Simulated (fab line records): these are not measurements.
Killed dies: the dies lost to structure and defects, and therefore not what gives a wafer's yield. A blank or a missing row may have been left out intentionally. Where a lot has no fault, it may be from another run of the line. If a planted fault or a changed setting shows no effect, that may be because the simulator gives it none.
Which tool was responsible? / flow n5 finfet / 24 lots with 72 wafers sampled at 4 steps, on a route of 1938 steps

== WHAT EACH GAUGE READ, for each wafer ==
N5_BEOL_M9_OCD_MEAS_38. Usual: trench depth nm at 150.8 nm, with a standard deviation of 2.5.
lot=L074; measured=day 11 07:02; on=ocd-02; trench depth nm (nm)=155.0 151.4 155.7; flag=
lot=L076; measured=day 11 12:14; on=ocd-02; trench depth nm (nm)=150.7 148.1 149.5; flag=
lot=L075; measured=day 11 14:32; on=ocd-01; trench depth nm (nm)=154.4 149.9 154.3; flag=
lot=L078; measured=day 12 10:02; on=ocd-02; trench depth nm (nm)=146.9 147.5 148.9; flag=
lot=L077; measured=day 12 15:07; on=ocd-02; trench depth nm (nm)=155.2 150.9 150.6; flag=
lot=L080; measured=day 12 15:16; on=ocd-02; trench depth nm (nm)=148.0 147.5 148.5; flag=
lot=L081; measured=day 12 15:32; on=ocd-01; trench depth nm (nm)=152.2 151.0 153.5; flag=
lot=L079; measured=day 12 18:34; on=ocd-01; trench depth nm (nm)=150.5 149.8 148.3; flag=
lot=L083; measured=day 13 12:32; on=ocd-02; trench depth nm (nm)=148.5 148.5 148.4; flag=
lot=L082; measured=day 13 19:48; on=ocd-01; trench depth nm (nm)=147.8 147.6 147.9; flag=
lot=L084; measured=day 13 22:04; on=ocd-01; trench depth nm (nm)=147.6 148.5 147.5; flag=
lot=L085; measured=day 14 04:30; on=ocd-02; trench depth nm (nm)=154.7 152.1 151.7; flag=
lot=L086; measured=day 14 04:43; on=ocd-02; trench depth nm (nm)=148.4 150.4 149.1; flag=
lot=L089; measured=day 14 10:39; on=ocd-02; trench depth nm (nm)=153.8 154.6 154.9; flag=
lot=L087; measured=day 14 13:34; on=ocd-01; trench depth nm (nm)=151.7 153.5 153.7; flag=
lot=L088; measured=day 15 04:19; on=ocd-02; trench depth nm (nm)=154.1 150.5 149.4; flag=
lot=L090; measured=day 15 08:05; on=ocd-02; trench depth nm (nm)=153.6 153.0 150.4; flag=
lot=L091; measured=day 15 08:07; on=ocd-01; trench depth nm (nm)=148.3 146.6 149.0; flag=
lot=L093; measured=day 15 10:44; on=ocd-02; trench depth nm (nm)=151.4 151.0 149.3; flag=
lot=L092; measured=day 15 10:53; on=ocd-01; trench depth nm (nm)=148.1 150.0 149.1; flag=
lot=L094; measured=day 16 02:21; on=ocd-01; trench depth nm (nm)=154.4 151.9 152.6; flag=
lot=L095; measured=day 16 22:11; on=ocd-02; trench depth nm (nm)=150.6 153.3 154.7; flag=
lot=L096; measured=day 17 01:59; on=ocd-02; trench depth nm (nm)=151.5 154.2 151.8; flag=
lot=L097; measured=day 17 16:32; on=ocd-01; trench depth nm (nm)=148.9 147.2 148.5; flag=

N5_BEOL_M10_OVL_MEAS_12. Usual: M10_OVL -0.1 nm, standard deviation 0.83.
lot=L074; measured=day 11 15:20; on=overlay-02; M10_OVL (nm)=0.7 -0.8 -0.2; flag=
lot=L076; measured=day 11 19:35; on=overlay-01; M10_OVL (nm)=0.0 0.3 0.3; flag=
lot=L075; measured=day 11 19:47; on=overlay-02; M10_OVL (nm)=-1.0 0.8 0.6; flag=
lot=L078; measured=day 12 15:50; on=overlay-02; M10_OVL (nm)=-0.9 -0.9 -0.4; flag=
lot=L077; measured=day 12 20:55; on=overlay-02; M10_OVL (nm)=1.2 -0.8 -0.5; flag=
lot=L080; measured=day 12 21:19; on=overlay-02; M10_OVL (nm)=0.2 0.5 0.0; flag=
lot=L081; measured=day 12 21:37; on=overlay-01; M10_OVL (nm)=-0.2 1.3 -0.1; flag=
lot=L079; measured=day 13 03:04; on=overlay-02; M10_OVL (nm)=0.0 -1.9 -0.9; flag=
lot=L083; measured=day 13 17:13; on=overlay-01; M10_OVL (nm)=-0.4 0.0 0.3; flag=
lot=L082; measured=day 13 23:52; on=overlay-02; M10_OVL (nm)=-1.5 -1.2 -1.0; flag=
lot=L084; measured=day 14 03:04; on=overlay-02; M10_OVL (nm)=-0.5 -1.0 0.1; flag=
lot=L085; measured=day 14 10:45; on=overlay-01; M10_OVL (nm)=-0.4 0.0 -0.7; flag=
lot=L086; measured=day 14 10:55; on=overlay-01; M10_OVL (nm)=-0.2 1.0 -0.7; flag=
lot=L089; measured=day 14 16:42; on=overlay-01; M10_OVL (nm)=-0.6 1.5 0.4; flag=
lot=L087; measured=day 14 19:54; on=overlay-02; M10_OVL (nm)=0.5 -1.2 -0.9; flag=
lot=L088; measured=day 15 08:39; on=overlay-02; M10_OVL (nm)=-0.6 -0.5 0.8; flag=
lot=L090; measured=day 15 15:35; on=overlay-02; M10_OVL (nm)=-1.5 -0.6 -1.9; flag=
lot=L091; measured=day 15 15:37; on=overlay-01; M10_OVL (nm)=-0.4 0.4 0.1; flag=
lot=L093; measured=day 15 15:53; on=overlay-01; M10_OVL (nm)=-0.9 1.4 -0.6; flag=
lot=L092; measured=day 15 16:43; on=overlay-02; M10_OVL (nm)=0.2 0.5 -0.9; flag=
lot=L094; measured=day 16 06:30; on=overlay-02; M10_OVL (nm)=-0.4 -0.8 -0.6; flag=
lot=L095; measured=day 17 04:38; on=overlay-01; M10_OVL (nm)=0.1 0.6 0.5; flag=
lot=L096; measured=day 17 07:27; on=overlay-01; M10_OVL (nm)=-0.1 -0.6 -0.5; flag=
lot=L097; measured=day 17 22:47; on=overlay-01; M10_OVL (nm)=1.6 1.5 1.2; flag=

N5_BEOL_M10_CD_MEAS_28: target cd 70 nm. Usual: cd nm at 70.0 nm, with a standard deviation of 0.63.
lot=L074; measured=day 11 16:19; on=cd sem-01; cd nm (nm)=70.0 69.0 69.7; flag=
lot=L076; measured=day 12 00:46; on=cd sem-02; cd nm (nm)=70.3 69.3 71.1; flag=
lot=L075; measured=day 12 00:56; on=cd sem-02; cd nm (nm)=69.4 70.4 69.3; flag=
lot=L078; measured=day 12 17:56; on=cd sem-02; cd nm (nm)=70.8 69.7 70.7; flag=
lot=L077; measured=day 13 01:30; on=cd sem-02; cd nm (nm)=70.0 69.4 68.7; flag=
lot=L080; measured=day 13 01:40; on=cd sem-03; cd nm (nm)=70.3 69.6 69.4; flag=
lot=L081; measured=day 13 01:50; on=cd sem-02; cd nm (nm)=70.7 69.4 70.6; flag=
lot=L079; measured=day 13 05:27; on=cd sem-02; cd nm (nm)=70.2 70.2 69.8; flag=
lot=L083; measured=day 13 19:18; on=cd sem-01; cd nm (nm)=69.1 69.3 68.8; flag=
lot=L082; measured=day 14 01:41; on=cd sem-02; cd nm (nm)=70.0 70.3 70.2; flag=
lot=L084; measured=day 14 04:41; on=cd sem-01; cd nm (nm)=69.4 69.6 69.9; flag=
lot=L085; measured=day 14 13:05; on=cd sem-03; cd nm (nm)=69.5 69.4 70.2; flag=
lot=L086; measured=day 14 12:55; on=cd sem-02; cd nm (nm)=70.5 70.2 70.5; flag=
lot=L089; measured=day 14 19:02; on=cd sem-01; cd nm (nm)=70.0 69.8 70.5; flag=
lot=L087; measured=day 14 20:50; on=cd sem-02; cd nm (nm)=70.3 70.1 70.7; flag=
lot=L088; measured=day 15 10:13; on=cd sem-02; cd nm (nm)=69.0 70.1 70.0; flag=
lot=L090; measured=day 15 19:35; on=cd sem-03; cd nm (nm)=69.9 70.0 69.7; flag=
lot=L091; measured=day 15 19:37; on=cd sem-02; cd nm (nm)=71.4 70.7 69.8; flag=
lot=L093; measured=day 15 19:43; on=cd sem-02; cd nm (nm)=69.9 70.6 70.8; flag=
lot=L092; measured=day 15 19:40; on=cd sem-01; cd nm (nm)=70.3 70.7 70.4; flag=
lot=L094; measured=day 16 08:31; on=cd sem-03; cd nm (nm)=70.6 69.7 69.3; flag=
lot=L095; measured=day 17 06:09; on=cd sem-02; cd nm (nm)=70.4 69.5 69.7; flag=
lot=L096; measured=day 17 10:37; on=cd sem-02; cd nm (nm)=69.7 71.0 70.8; flag=
lot=L097; measured=day 18 03:23; on=cd sem-03; cd nm (nm)=69.4 68.8 69.0; flag=

== TOOL THAT RAN EACH LOT (tool first, then ch and the chambers of the sampled wafers, then the start) ==
lot=L074; N5_BEOL_M9_SURFACE_TREAT_79=pvd sputter-02, day 11 10:17
lot=L076; N5_BEOL_M9_SURFACE_TREAT_79=pvd sputter-03, day 11 14:38
lot=L075; N5_BEOL_M9_SURFACE_TREAT_79=pvd sputter-02, day 11 15:44
lot=L078; N5_BEOL_M9_SURFACE_TREAT_79=pvd sputter-03, day 12 11:17
lot=L077; N5_BEOL_M9_SURFACE_TREAT_79=pvd sputter-03, day 12 16:32
lot=L080; N5_BEOL_M9_SURFACE_TREAT_79=pvd sputter-03, day 12 16:34
lot=L081; N5_BEOL_M9_SURFACE_TREAT_79=pvd sputter-01, day 12 19:01
lot=L079; N5_BEOL_M9_SURFACE_TREAT_79=pvd sputter-03, day 12 19:59
lot=L083; N5_BEOL_M9_SURFACE_TREAT_79=pvd sputter-03, day 13 13:32
lot=L082; N5_BEOL_M9_SURFACE_TREAT_79=pvd sputter-02, day 13 20:55
lot=L084; N5_BEOL_M9_SURFACE_TREAT_79=pvd sputter-02, day 13 23:24
lot=L085; N5_BEOL_M9_SURFACE_TREAT_79=pvd sputter-02, day 14 05:43
lot=L086; N5_BEOL_M9_SURFACE_TREAT_79=pvd sputter-02, day 14 06:02
lot=L089; N5_BEOL_M9_SURFACE_TREAT_79=pvd sputter-03, day 14 12:04
lot=L087; N5_BEOL_M9_SURFACE_TREAT_79=pvd sputter-02, day 14 15:21
lot=L088; N5_BEOL_M9_SURFACE_TREAT_79=pvd sputter-03, day 15 05:23
lot=L090; N5_BEOL_M9_SURFACE_TREAT_79=pvd sputter-01, day 15 09:05
lot=L091; N5_BEOL_M9_SURFACE_TREAT_79=pvd sputter-02, day 15 09:11
lot=L093; N5_BEOL_M9_SURFACE_TREAT_79=pvd sputter-01, day 15 12:07
lot=L092; N5_BEOL_M9_SURFACE_TREAT_79=pvd sputter-02, day 15 12:12
lot=L094; N5_BEOL_M9_SURFACE_TREAT_79=pvd sputter-02, day 16 03:40
lot=L095; N5_BEOL_M9_SURFACE_TREAT_79=pvd sputter-02, day 16 23:12
lot=L096; N5_BEOL_M9_SURFACE_TREAT_79=pvd sputter-01, day 17 03:40
lot=L097; N5_BEOL_M9_SURFACE_TREAT_79=pvd sputter-02, day 17 18:19
- N5_BEOL_M9_SURFACE_TREAT_79

== WHAT THE TOOLS THEMSELVES READ (means of the sampled wafers that have a number; where no wafer has one, the mark that the record gives instead) ==
N5_BEOL_M9_SURFACE_TREAT_79. Usual: ar flow sccm at 30.00 sccm, with a standard deviation of 0.095.
lot=L074; tool=pvd sputter-02; ar flow sccm (sccm)=30.05; flag=
lot=L076; tool=pvd sputter-03; ar flow sccm (sccm)=30.10; flag=
lot=L075; tool=pvd sputter-02; ar flow sccm (sccm)=30.03; flag=
lot=L078; tool=pvd sputter-03; ar flow sccm (sccm)=29.99; flag=
lot=L077; tool=pvd sputter-03; ar flow sccm (sccm)=30.01; flag=
lot=L080; tool=pvd sputter-03; ar flow sccm (sccm)=30.15; flag=
lot=L081; tool=pvd sputter-01; ar flow sccm (sccm)=29.90; flag=
lot=L079; tool=pvd sputter-03; ar flow sccm (sccm)=29.95; flag=
lot=L083; tool=pvd sputter-03; ar flow sccm (sccm)=29.95; flag=
lot=L082; tool=pvd sputter-02; ar flow sccm (sccm)=29.97; flag=
lot=L084; tool=pvd sputter-02; ar flow sccm (sccm)=30.05; flag=
lot=L085; tool=pvd sputter-02; ar flow sccm (sccm)=29.95; flag=
lot=L086; tool=pvd sputter-02; ar flow sccm (sccm)=30.00; flag=
lot=L089; tool=pvd sputter-03; ar flow sccm (sccm)=30.00; flag=
lot=L087; tool=pvd sputter-02; ar flow sccm (sccm)=30.05; flag=
lot=L088; tool=pvd sputter-03; ar flow sccm (sccm)=29.98; flag=
lot=L090; tool=pvd sputter-01; ar flow sccm (sccm)=29.96; flag=
lot=L091; tool=pvd sputter-02; ar flow sccm (sccm)=30.04; flag=
lot=L093; tool=pvd sputter-01; ar flow sccm (sccm)=30.06; flag=
lot=L092; tool=pvd sputter-02; ar flow sccm (sccm)=29.94; flag=
lot=L094; tool=pvd sputter-02; ar flow sccm (sccm)=29.87; flag=
lot=L095; tool=pvd sputter-02; ar flow sccm (sccm)=30.13; flag=
lot=L096; tool=pvd sputter-01; ar flow sccm (sccm)=30.09; flag=
lot=L097; tool=pvd sputter-02; ar flow sccm (sccm)=29.91; flag=

== THE ANSWER, worked out from the rows above alone ==
Rule: take the mean of a lot's wafers that have a number; if it is more than 3 standard deviations from the usual mean, the lot is off. Also off: a lot with no number at a reading for which 4 or more lots have one. Any other lot the step has rows for is counted as sound. After the gauges, taken in route order, come the tools' own readings; for these a lot's mean is taken, as printed above. The first step at which some lot is off is used, and at that step the reading that is off furthest; a lot without a number counts as furthest.
None of the lots is off at any reading shown; this tells nothing.

== WHAT THE SIMULATOR HAD PUT IN ==
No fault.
